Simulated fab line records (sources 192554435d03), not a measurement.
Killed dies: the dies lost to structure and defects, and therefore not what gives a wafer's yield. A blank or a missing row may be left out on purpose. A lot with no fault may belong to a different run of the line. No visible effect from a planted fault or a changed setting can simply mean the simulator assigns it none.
fab line records / flow n5-finfet / part 2 of 2: steps 24 to 29 of 29
record: lots: 5 wafers: 15 last-day: 17
route steps=1938 shown GATE_CUT@468
lots with no fault: from the same line, run without faults
start-h: hours from the record's first day to the start of the lot's first wafer shown / wait-h: hours from the lot's prior step to this one / " as in the row above / L1.1+2: a row that stands for several wafers / - no value present, or no start provided / * or withheld: withheld / < > ~ a bound
route shown NAME@n: a module of which the file shows steps, and the number in the route of the first / usual: the fault-free wafers' mean and standard deviation / same: alike in all rows / chamber/n: place in a boat / sites: the reading at each site / _std_site: their standard deviation / _edge_site: inner sites' mean taken away from outer sites' mean / radius-mm: how far each site lies from the wafer's centre / mask NAME#n: copy n / behind: the most recent tool/chamber to have shaped the wafer / hold: reason for holding the lot/hours on hold/outcome of the hold / device: names the non-switching transistor (n, p or np) / end of line: tests run on the same wafers once the route is complete / a step without rows: its recipe alone / killed: count of dies lost to structure and defects at first sort (not the wafer's yield) / map: shows each die of a wafer: x if killed, . if not, _ if none is there
set.NAME: the setting as run; set.NAME@STEP: as run at that earlier step / model.NAME: the simulator's own value behind a step, which no gauge read
a table for each step, a row for each wafer; lots at some steps of the route
services: the hour from which a tool's chamber was out of use, counted from the record's first day as start-h (under 0 if before that day), plus the number of hours and why
== steps ==
step: N5_GATE_CUT_ETCH_36
recipe: chemistry: CF4 target: SiARC target-depth-a: 130 mask-material: CAR-EUV time-s: 21.7 ion-energy-ev: 80 pressure-mtorr: 40 source-w: 545 bias-w: 36 Ar_flow_sccm: 100 cf4-flow-sccm: 100 ends: cleared
usual: drypump-motor-current-A: 5.5/0.49 etch-rf-on-time-s: 21.8/0.41 oes-product-au: 0.67/0.076 rf-vpp-V: 184.0/1.3 showerhead-plenum-p-Torr: 2.13/0.075 throttle-valve-pct: 15.65/0.24
lot.wafer=L074.2 tool=rie-diel-03 chamber=2 start-h=84.34 wait-h=0.0 drypump-motor-current-A=5.3 etch-rf-on-time-s=22.5 oes-product-au=0.61 rf-hours-counter-h=207 rf-vpp-V=183.8 showerhead-plenum-p-Torr=2.03 throttle-valve-pct=15.78
lot.wafer=L074.4 tool=rie-diel-03 chamber=1 start-h=84.34 wait-h=0.0 drypump-motor-current-A=6.0 etch-rf-on-time-s=21.6 oes-product-au=0.63 rf-hours-counter-h=195 rf-vpp-V=184.0 showerhead-plenum-p-Torr=2.21 throttle-valve-pct=15.70
lot.wafer=L074.6 tool=rie-diel-03 chamber=1 start-h=84.34 wait-h=0.0 drypump-motor-current-A=6.1 etch-rf-on-time-s=21.5 oes-product-au=0.64 rf-hours-counter-h=- rf-vpp-V=185.9 showerhead-plenum-p-Torr=2.21 throttle-valve-pct=15.69
lot.wafer=L075.1 tool=rie-diel-06 chamber=3 start-h=96.47 wait-h=0.0 drypump-motor-current-A=5.4 etch-rf-on-time-s=21.9 oes-product-au=0.60 rf-hours-counter-h=180 rf-vpp-V=183.3 showerhead-plenum-p-Torr=2.14 throttle-valve-pct=15.89
lot.wafer=L075.4 tool=rie-diel-06 chamber=2 start-h=96.47 wait-h=0.0 drypump-motor-current-A=6.4 etch-rf-on-time-s=21.3 oes-product-au=0.66 rf-hours-counter-h=144 rf-vpp-V=182.4 showerhead-plenum-p-Torr=2.06 throttle-valve-pct=15.43
lot.wafer=L075.5 tool=rie-diel-06 chamber=2 start-h=96.47 wait-h=0.0 drypump-motor-current-A=6.5 etch-rf-on-time-s=21.2 oes-product-au=0.66 rf-hours-counter-h=- rf-vpp-V=184.7 showerhead-plenum-p-Torr=2.06 throttle-valve-pct=15.41
lot.wafer=L080.2 tool=rie-diel-03 chamber=2 start-h=121.13 wait-h=0.0 drypump-motor-current-A=5.3 etch-rf-on-time-s=22.8 oes-product-au=0.60 rf-hours-counter-h=220 rf-vpp-V=181.6 showerhead-plenum-p-Torr=2.03 throttle-valve-pct=15.83
lot.wafer=L080.4 tool=rie-diel-03 chamber=2 start-h=121.13 wait-h=0.0 drypump-motor-current-A=5.3 etch-rf-on-time-s=22.6 oes-product-au=0.60 rf-hours-counter-h=- rf-vpp-V=181.9 showerhead-plenum-p-Torr=2.03 throttle-valve-pct=15.82
lot.wafer=L080.6 tool=rie-diel-03 chamber=0 start-h=121.13 wait-h=0.0 drypump-motor-current-A=4.8 etch-rf-on-time-s=22.5 oes-product-au=0.74 rf-hours-counter-h=- rf-vpp-V=182.8 showerhead-plenum-p-Torr=2.11 throttle-valve-pct=15.36
lot.wafer=L082.1 tool=rie-diel-06 chamber=3 start-h=132.42 wait-h=0.0 drypump-motor-current-A=5.5 etch-rf-on-time-s=21.5 oes-product-au=0.61 rf-hours-counter-h=191 rf-vpp-V=183.7 showerhead-plenum-p-Torr=2.13 throttle-valve-pct=15.88
lot.wafer=L082.4 tool=rie-diel-06 chamber=1 start-h=132.42 wait-h=0.0 drypump-motor-current-A=5.6 etch-rf-on-time-s=21.9 oes-product-au=0.61 rf-hours-counter-h=- rf-vpp-V=184.6 showerhead-plenum-p-Torr=2.21 throttle-valve-pct=16.00
lot.wafer=L082.6 tool=rie-diel-06 chamber=1 start-h=132.42 wait-h=0.0 drypump-motor-current-A=5.6 etch-rf-on-time-s=21.6 oes-product-au=0.61 rf-hours-counter-h=- rf-vpp-V=184.1 showerhead-plenum-p-Torr=2.21 throttle-valve-pct=15.99
lot.wafer=L089.1 tool=rie-diel-03 chamber=1 start-h=175.11 wait-h=0.0 drypump-motor-current-A=6.0 etch-rf-on-time-s=21.3 oes-product-au=0.62 rf-hours-counter-h=217 rf-vpp-V=185.5 showerhead-plenum-p-Torr=2.20 throttle-valve-pct=15.73
lot.wafer=L089.4 tool=rie-diel-03 chamber=0 start-h=175.11 wait-h=0.0 drypump-motor-current-A=4.7 etch-rf-on-time-s=22.1 oes-product-au=0.72 rf-hours-counter-h=40 rf-vpp-V=183.6 showerhead-plenum-p-Torr=2.10 throttle-valve-pct=15.40
lot.wafer=L089.6 tool=rie-diel-03 chamber=3 start-h=175.11 wait-h=0.0 drypump-motor-current-A=5.5 etch-rf-on-time-s=22.0 oes-product-au=0.78 rf-hours-counter-h=- rf-vpp-V=186.8 showerhead-plenum-p-Torr=2.27 throttle-valve-pct=15.33
step: N5_GATE_CUT_ETCH_37
recipe: chemistry: N2/H2 target: SOC target-depth-a: 600 overetch-a: 120 mask-material: SiARC temp-c: 40 time-s: 90 ion-energy-ev: 200 pressure-mtorr: 30 source-w: 840 bias-w: 150 n2-flow-sccm: 200 h2-flow-sccm: 200
usual: drypump-motor-current-A: 5.5/0.48 oes-product-au: 0.70/0.078 rf-vpp-V: 523.5/2.8 showerhead-plenum-p-Torr: 2.53/0.095 throttle-valve-pct: 17.85/0.25
lot.wafer=L074.2 tool=rie-diel-03 chamber=2 start-h=84.36 wait-h=0.0 drypump-motor-current-A=5.3 oes-product-au=0.66 rf-hours-counter-h=207 rf-vpp-V=521.3 showerhead-plenum-p-Torr=2.41 throttle-valve-pct=17.98
lot.wafer=L074.4 tool=rie-diel-03 chamber=1 start-h=84.36 wait-h=0.0 drypump-motor-current-A=6.1 oes-product-au=0.65 rf-hours-counter-h=195 rf-vpp-V=526.6 showerhead-plenum-p-Torr=2.63 throttle-valve-pct=18.01
lot.wafer=L074.6 tool=rie-diel-03 chamber=1 start-h=84.36 wait-h=0.0 drypump-motor-current-A=6.1 oes-product-au=0.66 rf-hours-counter-h=- rf-vpp-V=526.3 showerhead-plenum-p-Torr=2.63 throttle-valve-pct=18.01
lot.wafer=L075.1 tool=rie-diel-06 chamber=3 start-h=96.49 wait-h=0.0 drypump-motor-current-A=5.5 oes-product-au=0.63 rf-hours-counter-h=180 rf-vpp-V=522.9 showerhead-plenum-p-Torr=2.54 throttle-valve-pct=18.05
lot.wafer=L075.4 tool=rie-diel-06 chamber=2 start-h=96.49 wait-h=0.0 drypump-motor-current-A=6.4 oes-product-au=0.68 rf-hours-counter-h=144 rf-vpp-V=520.7 showerhead-plenum-p-Torr=2.44 throttle-valve-pct=17.58
lot.wafer=L075.5 tool=rie-diel-06 chamber=2 start-h=96.49 wait-h=0.0 drypump-motor-current-A=6.4 oes-product-au=0.68 rf-hours-counter-h=- rf-vpp-V=520.8 showerhead-plenum-p-Torr=2.44 throttle-valve-pct=17.58
lot.wafer=L080.2 tool=rie-diel-03 chamber=2 start-h=121.15 wait-h=0.0 drypump-motor-current-A=5.3 oes-product-au=0.65 rf-hours-counter-h=220 rf-vpp-V=519.7 showerhead-plenum-p-Torr=2.41 throttle-valve-pct=18.00
lot.wafer=L080.4 tool=rie-diel-03 chamber=2 start-h=121.15 wait-h=0.0 drypump-motor-current-A=5.3 oes-product-au=0.64 rf-hours-counter-h=- rf-vpp-V=520.8 showerhead-plenum-p-Torr=2.41 throttle-valve-pct=18.02
lot.wafer=L080.6 tool=rie-diel-03 chamber=0 start-h=121.15 wait-h=0.0 drypump-motor-current-A=4.7 oes-product-au=0.78 rf-hours-counter-h=- rf-vpp-V=521.7 showerhead-plenum-p-Torr=2.49 throttle-valve-pct=17.52
lot.wafer=L082.1 tool=rie-diel-06 chamber=3 start-h=132.46 wait-h=0.0 drypump-motor-current-A=5.4 oes-product-au=0.63 rf-hours-counter-h=191 rf-vpp-V=523.8 showerhead-plenum-p-Torr=2.53 throttle-valve-pct=18.07
lot.wafer=L082.4 tool=rie-diel-06 chamber=1 start-h=132.46 wait-h=0.0 drypump-motor-current-A=5.6 oes-product-au=0.64 rf-hours-counter-h=- rf-vpp-V=527.5 showerhead-plenum-p-Torr=2.63 throttle-valve-pct=18.23
lot.wafer=L082.6 tool=rie-diel-06 chamber=1 start-h=132.46 wait-h=0.0 drypump-motor-current-A=5.6 oes-product-au=0.63 rf-hours-counter-h=- rf-vpp-V=527.0 showerhead-plenum-p-Torr=2.63 throttle-valve-pct=18.22
lot.wafer=L089.1 tool=rie-diel-03 chamber=1 start-h=175.14 wait-h=0.0 drypump-motor-current-A=6.0 oes-product-au=0.65 rf-hours-counter-h=217 rf-vpp-V=526.9 showerhead-plenum-p-Torr=2.62 throttle-valve-pct=18.06
lot.wafer=L089.4 tool=rie-diel-03 chamber=0 start-h=175.14 wait-h=0.0 drypump-motor-current-A=4.8 oes-product-au=0.75 rf-hours-counter-h=40 rf-vpp-V=522.1 showerhead-plenum-p-Torr=2.49 throttle-valve-pct=17.52
lot.wafer=L089.6 tool=rie-diel-03 chamber=3 start-h=175.14 wait-h=0.0 drypump-motor-current-A=5.5 oes-product-au=0.83 rf-hours-counter-h=- rf-vpp-V=530.1 showerhead-plenum-p-Torr=2.72 throttle-valve-pct=17.57
step: N5_GATE_CUT_STRIP_38
recipe: chemistry: N2/H2 temp-c: 40 n2-flow-sccm: 200 h2-flow-sccm: 200 rf-frequency-hz: 6e+07
lot.wafer=L074.2+4+6 tool=rie-diel-03 chamber=2,1,1 start-h=84.43 wait-h=0.0
lot.wafer=L075.1+4+5 tool=rie-diel-06 chamber=3,2,2 start-h=96.56 wait-h=0.0
lot.wafer=L080.2+4+6 tool=rie-diel-03 chamber=2,2,0 start-h=121.22 wait-h=0.0
lot.wafer=L082.1+4+6 tool=rie-diel-06 chamber=3,1,1 start-h=132.55 wait-h=0.1
lot.wafer=L089.1+4+6 tool=rie-diel-03 chamber=1,0,3 start-h=175.20 wait-h=0.0
step: N5_GATE_CUT_STRIP_39
recipe: chemistry: N2/H2 temp-c: 40 n2-flow-sccm: 200 h2-flow-sccm: 200 rf-frequency-hz: 6e+07
lot.wafer=L074.2+4+6 tool=rie-diel-03 chamber=2,1,1 start-h=84.44 wait-h=0.0
lot.wafer=L075.1+4+5 tool=rie-diel-06 chamber=3,2,2 start-h=96.57 wait-h=0.0
lot.wafer=L080.2+4+6 tool=rie-diel-03 chamber=2,2,0 start-h=121.23 wait-h=0.0
lot.wafer=L082.1+4+6 tool=rie-diel-06 chamber=3,1,1 start-h=132.57 wait-h=0.0
lot.wafer=L089.1+4+6 tool=rie-diel-03 chamber=1,0,3 start-h=175.21 wait-h=0.0
step: N5_GATE_CUT_HM_OPEN_40
recipe: chemistry: C4F6/O2 target: SiO2 mask-material: SiARC target-depth-a: 1390 time-s: 85.1 ion-energy-ev: 250 pressure-mtorr: 30 source-w: 345 bias-w: 185 Ar_flow_sccm: 300 C4F6_flow_sccm: 10 O2_flow_sccm: 10 ends: cleared
usual: drypump-motor-current-A: 5.5/0.48 etch-rf-on-time-s: 94.7/1.7 oes_f_703_au: 0.78/0.085 oes-product-au: 0.71/0.08 rf-vpp-V: 665/5.7 showerhead-plenum-p-Torr: 2.84/0.1 throttle-valve-pct: 20.98/0.2
lot.wafer=L074.2 tool=rie-diel-03 chamber=2 start-h=84.45 wait-h=0.0 drypump-motor-current-A=5.4 etch-rf-on-time-s=94.6 oes_f_703_au=0.72 oes-product-au=0.65 rf-hours-counter-h=207 rf-vpp-V=665 showerhead-plenum-p-Torr=2.70 throttle-valve-pct=21.05
lot.wafer=L074.4 tool=rie-diel-03 chamber=1 start-h=84.45 wait-h=0.0 drypump-motor-current-A=6.0 etch-rf-on-time-s=94.3 oes_f_703_au=0.74 oes-product-au=0.67 rf-hours-counter-h=195 rf-vpp-V=673 showerhead-plenum-p-Torr=2.94 throttle-valve-pct=21.01
lot.wafer=L074.6 tool=rie-diel-03 chamber=1 start-h=84.45 wait-h=0.0 drypump-motor-current-A=6.0 etch-rf-on-time-s=93.1 oes_f_703_au=0.74 oes-product-au=0.66 rf-hours-counter-h=- rf-vpp-V=674 showerhead-plenum-p-Torr=2.94 throttle-valve-pct=21.03
lot.wafer=L075.1 tool=rie-diel-06 chamber=3 start-h=96.58 wait-h=0.0 drypump-motor-current-A=5.5 etch-rf-on-time-s=91.7 oes_f_703_au=0.71 oes-product-au=0.64 rf-hours-counter-h=180 rf-vpp-V=664 showerhead-plenum-p-Torr=2.85 throttle-valve-pct=21.24
lot.wafer=L075.4 tool=rie-diel-06 chamber=2 start-h=96.58 wait-h=0.0 drypump-motor-current-A=6.5 etch-rf-on-time-s=92.6 oes_f_703_au=0.79 oes-product-au=0.70 rf-hours-counter-h=144 rf-vpp-V=657 showerhead-plenum-p-Torr=2.74 throttle-valve-pct=20.73
lot.wafer=L075.5 tool=rie-diel-06 chamber=2 start-h=96.58 wait-h=0.0 drypump-motor-current-A=6.5 etch-rf-on-time-s=92.8 oes_f_703_au=0.78 oes-product-au=0.69 rf-hours-counter-h=- rf-vpp-V=658 showerhead-plenum-p-Torr=2.74 throttle-valve-pct=20.74
lot.wafer=L080.2 tool=rie-diel-03 chamber=2 start-h=121.24 wait-h=0.0 drypump-motor-current-A=5.3 etch-rf-on-time-s=95.3 oes_f_703_au=0.72 oes-product-au=0.64 rf-hours-counter-h=220 rf-vpp-V=663 showerhead-plenum-p-Torr=2.70 throttle-valve-pct=21.08
lot.wafer=L080.4 tool=rie-diel-03 chamber=2 start-h=121.24 wait-h=0.0 drypump-motor-current-A=5.3 etch-rf-on-time-s=98.6 oes_f_703_au=0.72 oes-product-au=0.64 rf-hours-counter-h=- rf-vpp-V=662 showerhead-plenum-p-Torr=2.70 throttle-valve-pct=21.07
lot.wafer=L080.6 tool=rie-diel-03 chamber=0 start-h=121.24 wait-h=0.0 drypump-motor-current-A=4.8 etch-rf-on-time-s=97.1 oes_f_703_au=0.86 oes-product-au=0.78 rf-hours-counter-h=- rf-vpp-V=664 showerhead-plenum-p-Torr=2.81 throttle-valve-pct=20.74
lot.wafer=L082.1 tool=rie-diel-06 chamber=3 start-h=132.58 wait-h=0.0 drypump-motor-current-A=5.4 etch-rf-on-time-s=93.0 oes_f_703_au=0.70 oes-product-au=0.64 rf-hours-counter-h=191 rf-vpp-V=664 showerhead-plenum-p-Torr=2.84 throttle-valve-pct=21.27
lot.wafer=L082.4 tool=rie-diel-06 chamber=1 start-h=132.58 wait-h=0.0 drypump-motor-current-A=5.6 etch-rf-on-time-s=94.6 oes_f_703_au=0.71 oes-product-au=0.65 rf-hours-counter-h=- rf-vpp-V=673 showerhead-plenum-p-Torr=2.93 throttle-valve-pct=21.27
lot.wafer=L082.6 tool=rie-diel-06 chamber=1 start-h=132.58 wait-h=0.0 drypump-motor-current-A=5.6 etch-rf-on-time-s=94.2 oes_f_703_au=0.71 oes-product-au=0.65 rf-hours-counter-h=- rf-vpp-V=673 showerhead-plenum-p-Torr=2.93 throttle-valve-pct=21.27
lot.wafer=L089.1 tool=rie-diel-03 chamber=1 start-h=175.22 wait-h=0.0 drypump-motor-current-A=6.1 etch-rf-on-time-s=91.9 oes_f_703_au=0.72 oes-product-au=0.66 rf-hours-counter-h=217 rf-vpp-V=675 showerhead-plenum-p-Torr=2.93 throttle-valve-pct=21.06
lot.wafer=L089.4 tool=rie-diel-03 chamber=0 start-h=175.22 wait-h=0.0 drypump-motor-current-A=4.8 etch-rf-on-time-s=95.6 oes_f_703_au=0.82 oes-product-au=0.77 rf-hours-counter-h=40 rf-vpp-V=661 showerhead-plenum-p-Torr=2.80 throttle-valve-pct=20.76
lot.wafer=L089.6 tool=rie-diel-03 chamber=3 start-h=175.22 wait-h=0.0 drypump-motor-current-A=5.5 etch-rf-on-time-s=96.0 oes_f_703_au=0.92 oes-product-au=0.83 rf-hours-counter-h=- rf-vpp-V=674 showerhead-plenum-p-Torr=3.02 throttle-valve-pct=20.68
step: N5_GATE_CUT_STRIP_41
recipe: chemistry: CF4 resist: SiARC power-w: 300 bias-power-w: 75 pressure-mtorr: 50 cf4-flow-sccm: 150 rf-frequency-hz: 6e+07
usual: drypump-motor-current-A: 5.5/0.48 oes-product-au: 0.182/0.021 rf-vpp-V: 271.0/1.6 showerhead-plenum-p-Torr: 1.79/0.063 throttle-valve-pct: 13.62/0.26
lot.wafer=L074.2 tool=rie-diel-03 chamber=2 start-h=84.51 wait-h=0.0 drypump-motor-current-A=5.3 oes-product-au=0.171 rf-hours-counter-h=207 rf-vpp-V=269.5 showerhead-plenum-p-Torr=1.71 throttle-valve-pct=13.78
lot.wafer=L074.4 tool=rie-diel-03 chamber=1 start-h=84.51 wait-h=0.0 drypump-motor-current-A=6.0 oes-product-au=0.173 rf-hours-counter-h=195 rf-vpp-V=273.1 showerhead-plenum-p-Torr=1.85 throttle-valve-pct=13.69
lot.wafer=L074.6 tool=rie-diel-03 chamber=1 start-h=84.51 wait-h=0.0 drypump-motor-current-A=6.0 oes-product-au=0.170 rf-hours-counter-h=- rf-vpp-V=272.6 showerhead-plenum-p-Torr=1.85 throttle-valve-pct=13.68
lot.wafer=L075.1 tool=rie-diel-06 chamber=3 start-h=96.64 wait-h=0.0 drypump-motor-current-A=5.5 oes-product-au=0.164 rf-hours-counter-h=180 rf-vpp-V=270.3 showerhead-plenum-p-Torr=1.78 throttle-valve-pct=13.82
lot.wafer=L075.4 tool=rie-diel-06 chamber=2 start-h=96.64 wait-h=0.0 drypump-motor-current-A=6.4 oes-product-au=0.174 rf-hours-counter-h=144 rf-vpp-V=268.1 showerhead-plenum-p-Torr=1.73 throttle-valve-pct=13.42
lot.wafer=L075.5 tool=rie-diel-06 chamber=2 start-h=96.64 wait-h=0.0 drypump-motor-current-A=6.5 oes-product-au=0.172 rf-hours-counter-h=- rf-vpp-V=269.8 showerhead-plenum-p-Torr=1.72 throttle-valve-pct=13.42
lot.wafer=L080.2 tool=rie-diel-03 chamber=2 start-h=121.30 wait-h=0.0 drypump-motor-current-A=5.3 oes-product-au=0.166 rf-hours-counter-h=220 rf-vpp-V=270.1 showerhead-plenum-p-Torr=1.70 throttle-valve-pct=13.83
lot.wafer=L080.4 tool=rie-diel-03 chamber=2 start-h=121.30 wait-h=0.0 drypump-motor-current-A=5.3 oes-product-au=0.161 rf-hours-counter-h=- rf-vpp-V=269.2 showerhead-plenum-p-Torr=1.70 throttle-valve-pct=13.83
lot.wafer=L080.6 tool=rie-diel-03 chamber=0 start-h=121.30 wait-h=0.0 drypump-motor-current-A=4.7 oes-product-au=0.201 rf-hours-counter-h=- rf-vpp-V=270.4 showerhead-plenum-p-Torr=1.77 throttle-valve-pct=13.29
lot.wafer=L082.1 tool=rie-diel-06 chamber=3 start-h=132.67 wait-h=0.1 drypump-motor-current-A=5.4 oes-product-au=0.170 rf-hours-counter-h=191 rf-vpp-V=270.6 showerhead-plenum-p-Torr=1.78 throttle-valve-pct=13.84
lot.wafer=L082.4 tool=rie-diel-06 chamber=1 start-h=132.67 wait-h=0.1 drypump-motor-current-A=5.6 oes-product-au=0.161 rf-hours-counter-h=- rf-vpp-V=272.5 showerhead-plenum-p-Torr=1.86 throttle-valve-pct=14.00
lot.wafer=L082.6 tool=rie-diel-06 chamber=1 start-h=132.67 wait-h=0.1 drypump-motor-current-A=5.6 oes-product-au=0.165 rf-hours-counter-h=- rf-vpp-V=272.7 showerhead-plenum-p-Torr=1.86 throttle-valve-pct=14.00
lot.wafer=L089.1 tool=rie-diel-03 chamber=1 start-h=175.28 wait-h=0.0 drypump-motor-current-A=6.0 oes-product-au=0.168 rf-hours-counter-h=217 rf-vpp-V=274.0 showerhead-plenum-p-Torr=1.84 throttle-valve-pct=13.73
lot.wafer=L089.4 tool=rie-diel-03 chamber=0 start-h=175.28 wait-h=0.0 drypump-motor-current-A=4.7 oes-product-au=0.199 rf-hours-counter-h=40 rf-vpp-V=270.7 showerhead-plenum-p-Torr=1.76 throttle-valve-pct=13.36
lot.wafer=L089.6 tool=rie-diel-03 chamber=3 start-h=175.28 wait-h=0.0 drypump-motor-current-A=5.5 oes-product-au=0.213 rf-hours-counter-h=- rf-vpp-V=275.1 showerhead-plenum-p-Torr=1.91 throttle-valve-pct=13.32
== services ==
tool=ald-sin-01 chamber=0 start-h=56.88 hours=8.5 kind=repair
tool=euv-scanner-02 chamber=- start-h=57.38 hours=1.0 kind=pm
tool=pecvd-02 chamber=- start-h=57.39 hours=1.4 kind=repair
tool=cmp-01 chamber=- start-h=60.70 hours=4.1 kind=pm
tool=euv-scanner-02 chamber=- start-h=78.98 hours=4.6 kind=pm
tool=cmp-02 chamber=- start-h=84.72 hours=3.1 kind=pm
tool=euv-scanner-02 chamber=- start-h=87.91 hours=4.1 kind=repair
tool=rie-diel-03 chamber=1 start-h=92.93 hours=14.9 kind=repair
tool=cmp-03 chamber=- start-h=113.28 hours=7.0 kind=pm
tool=euv-scanner-02 chamber=- start-h=113.53 hours=1.0 kind=pm
tool=cmp-02 chamber=- start-h=113.89 hours=4.0 kind=pm
tool=rie-diel-06 chamber=2 start-h=125.76 hours=11.1 kind=repair
tool=pecvd-04 chamber=- start-h=125.78 hours=0.8 kind=pm
tool=rie-metal-03 chamber=- start-h=132.77 hours=14.6 kind=pm
tool=pecvd-02 chamber=- start-h=139.06 hours=14.6 kind=pm
tool=rie-diel-03 chamber=1 start-h=145.19 hours=1.6 kind=repair
tool=rie-diel-06 chamber=- start-h=158.33 hours=2.8 kind=pm
tool=euv-scanner-02 chamber=- start-h=160.46 hours=5.8 kind=pm
tool=pecvd-01 chamber=- start-h=162.71 hours=0.8 kind=repair
tool=cmp-03 chamber=- start-h=162.99 hours=4.0 kind=pm
tool=rie-diel-06 chamber=2 start-h=163.27 hours=9.2 kind=repair
tool=pecvd-01 chamber=0 start-h=165.33 hours=2.4 kind=repair
tool=euv-scanner-02 chamber=- start-h=167.86 hours=1.9 kind=repair
tool=euv-scanner-02 chamber=- start-h=169.79 hours=1.0 kind=pm
